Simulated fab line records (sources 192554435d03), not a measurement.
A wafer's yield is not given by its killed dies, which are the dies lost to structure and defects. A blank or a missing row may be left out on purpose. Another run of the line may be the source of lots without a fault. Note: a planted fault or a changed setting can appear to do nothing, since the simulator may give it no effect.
Chamber matching + flow n5Finfet + 4 sister chambers for N5_BEOL_M7_ETCH_62 on rieDiel-01
The step etches SOC in N2/H2, target depth 110 nm, overetch 22 nm, time 165 s. 4 wafers are shown with their chamber, then 11 later ones without.

WAFERS, EACH WITH ITS CHAMBER
| wafer  | chamber | drypumpMotorCurrentA (A) |
|--------|---------|--------------------------|
| L092.1 | 2       | 5.1                      |
| L092.2 | 3       | 6.0                      |
| L092.3 | 1       | 6.4                      |
| L092.4 | 0       | 6.2                      |

WAFERS WITHOUT THEIR CHAMBER
| wafer  | drypumpMotorCurrentA (A) |
|--------|--------------------------|
| L092.5 | 6.3                      |
| L092.6 | 5.9                      |
| L094.1 | 6.2                      |
| L094.5 | 6.0                      |
| L094.6 | 6.2                      |
| L095.1 | 6.2                      |
| L095.2 | 5.9                      |
| L095.3 | 5.1                      |
| L095.4 | 6.4                      |
| L095.5 | 6.2                      |
| L095.6 | 5.9                      |

THE CHAMBER EACH PASSED THROUGH
| wafer  | from the rows above     | in truth |
|--------|-------------------------|----------|
| L092.5 | can't be placed: 0 or 1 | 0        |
| L092.6 | 3                       | 3        |
| L094.1 | 0                       | 0        |
| L094.5 | 3                       | 3        |
| L094.6 | 0                       | 0        |
| L095.1 | 0                       | 0        |
| L095.2 | 3                       | 3        |
| L095.3 | 2                       | 2        |
| L095.4 | 1                       | 1        |
| L095.5 | 0                       | 0        |
| L095.6 | 3                       | 3        |
10 of 11 placed correctly. Can't be placed from these rows: 1 (the true chamber is among the candidates in 1). Placed wrongly: 0.
How it was worked out, from the rows above alone: a wafer's distance from a chamber is the root of the sum, over the readings, of the square of ((its reading less the chamber's mean) divided by the reading's scatter). The wafer belongs to the nearest chamber; if the next one is less than 2 further off, it can't be placed. For every chamber, the mean is computed from those of its wafers that are shown. The scatter: root of mean squared gap, hidden wafer to nearest shown wafer, with one shown wafer a chamber.
